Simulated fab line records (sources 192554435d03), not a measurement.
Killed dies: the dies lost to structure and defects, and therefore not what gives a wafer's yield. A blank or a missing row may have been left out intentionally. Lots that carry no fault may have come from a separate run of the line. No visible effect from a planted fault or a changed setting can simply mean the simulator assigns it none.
Chamber matching :: flow n5Finfet :: rieDiel-02 running N5_BEOL_M13_DESCUM_15: 4 sister chambers
The step chemistry O2, time 7.9 s. 16 wafers are shown with their chamber, then 8 later ones without.

== EACH WAFER AND ITS CHAMBER ==
wafer: L075.1
chamber: 2
drypumpMotorCurrentA (A): 5.8
showerheadPlenumPTorr (Torr): 2.21
throttleValvePct (%): 20.38

wafer: L075.2
chamber: 3
drypumpMotorCurrentA (A): 5.7
showerheadPlenumPTorr (Torr): 2.04
throttleValvePct (%): 20.44

wafer: L075.6
chamber: 0
drypumpMotorCurrentA (A): 5.7
showerheadPlenumPTorr (Torr): 2.08
throttleValvePct (%): 20.76

wafer: L083.3
chamber: 2
drypumpMotorCurrentA (A): 5.8
showerheadPlenumPTorr (Torr): 2.21
throttleValvePct (%): 20.39

wafer: L083.5
chamber: 3
drypumpMotorCurrentA (A): 5.7
showerheadPlenumPTorr (Torr): 2.04
throttleValvePct (%): 20.44

wafer: L083.6
chamber: 2
drypumpMotorCurrentA (A): 5.8
showerheadPlenumPTorr (Torr): 2.21
throttleValvePct (%): 20.40

wafer: L082.1
chamber: 3
drypumpMotorCurrentA (A): 5.7
showerheadPlenumPTorr (Torr): 2.03
throttleValvePct (%): 20.47

wafer: L082.3
chamber: 1
drypumpMotorCurrentA (A): 5.1
showerheadPlenumPTorr (Torr): 2.03
throttleValvePct (%): 20.47

wafer: L082.4
chamber: 2
drypumpMotorCurrentA (A): 5.8
showerheadPlenumPTorr (Torr): 2.21
throttleValvePct (%): 20.40

wafer: L088.1
chamber: 3
drypumpMotorCurrentA (A): 5.7
showerheadPlenumPTorr (Torr): 2.03
throttleValvePct (%): 20.48

wafer: L088.5
chamber: 3
drypumpMotorCurrentA (A): 5.7
showerheadPlenumPTorr (Torr): 2.03
throttleValvePct (%): 20.48

wafer: L088.6
chamber: 2
drypumpMotorCurrentA (A): 5.8
showerheadPlenumPTorr (Torr): 2.21
throttleValvePct (%): 20.40

wafer: L087.1
chamber: 0
drypumpMotorCurrentA (A): 5.7
showerheadPlenumPTorr (Torr): 2.07
throttleValvePct (%): 20.81

wafer: L087.3
chamber: 2
drypumpMotorCurrentA (A): 5.8
showerheadPlenumPTorr (Torr): 2.20
throttleValvePct (%): 20.41

wafer: L087.6
chamber: 0
drypumpMotorCurrentA (A): 5.7
showerheadPlenumPTorr (Torr): 2.07
throttleValvePct (%): 20.80

wafer: L091.1
chamber: 1
drypumpMotorCurrentA (A): 5.0
showerheadPlenumPTorr (Torr): 2.02
throttleValvePct (%): 20.50

SIGNATURES, as means of the wafers listed above
reading: drypumpMotorCurrentA
chamber 0: 5.700
chamber 1: 5.050
chamber 2: 5.800
chamber 3: 5.700
scatter within a chamber: 0.0204

reading: showerheadPlenumPTorr
chamber 0: 2.0733
chamber 1: 2.0250
chamber 2: 2.2083
chamber 3: 2.0340
scatter within a chamber: 0.00516

reading: throttleValvePct
chamber 0: 20.7900
chamber 1: 20.4850
chamber 2: 20.3967
chamber 3: 20.4620
scatter within a chamber: 0.0184
Rule: for each reading, subtract the chamber's mean from the wafer's reading, divide by that reading's scatter and square the result; add these up over the readings and take the root, which gives the wafer's distance from the chamber. If the next closest chamber is less than 2 further off than the closest, the wafer can't be placed; otherwise it belongs to the closest. The scatter: the root of (the sum of the squares of (reading less its chamber's mean) over the shown wafers, divided by (wafers less chambers)).

== WAFERS MISSING THEIR CHAMBER ==
wafer: L091.2
drypumpMotorCurrentA (A): 5.7
showerheadPlenumPTorr (Torr): 2.07
throttleValvePct (%): 20.82

wafer: L091.3
drypumpMotorCurrentA (A): 5.7
showerheadPlenumPTorr (Torr): 2.03
throttleValvePct (%): 20.51

wafer: L093.1
drypumpMotorCurrentA (A): 5.7
showerheadPlenumPTorr (Torr): 2.03
throttleValvePct (%): 20.48

wafer: L093.2
drypumpMotorCurrentA (A): 5.7
showerheadPlenumPTorr (Torr): 2.07
throttleValvePct (%): 20.81

wafer: L093.4
drypumpMotorCurrentA (A): 5.1
showerheadPlenumPTorr (Torr): 2.02
throttleValvePct (%): 20.51

wafer: L097.2
drypumpMotorCurrentA (A): 5.7
showerheadPlenumPTorr (Torr): 2.02
throttleValvePct (%): 20.52

wafer: L097.3
drypumpMotorCurrentA (A): 5.1
showerheadPlenumPTorr (Torr): 2.02
throttleValvePct (%): 20.52

wafer: L097.5
drypumpMotorCurrentA (A): 5.8
showerheadPlenumPTorr (Torr): 2.20
throttleValvePct (%): 20.43

== WHICH CHAMBER EACH WENT THROUGH ==
wafer: L091.2
from the rows above: 0
in truth: 0

wafer: L091.3
from the rows above: 3
in truth: 3

wafer: L093.1
from the rows above: 3
in truth: 3

wafer: L093.2
from the rows above: 0
in truth: 0

wafer: L093.4
from the rows above: 1
in truth: 1

wafer: L097.2
from the rows above: 3
in truth: 3

wafer: L097.3
from the rows above: 1
in truth: 1

wafer: L097.5
from the rows above: 2
in truth: 2
Correctly placed: 8 of 8. From these rows, 0 cannot be placed. Wrongly placed: 0.
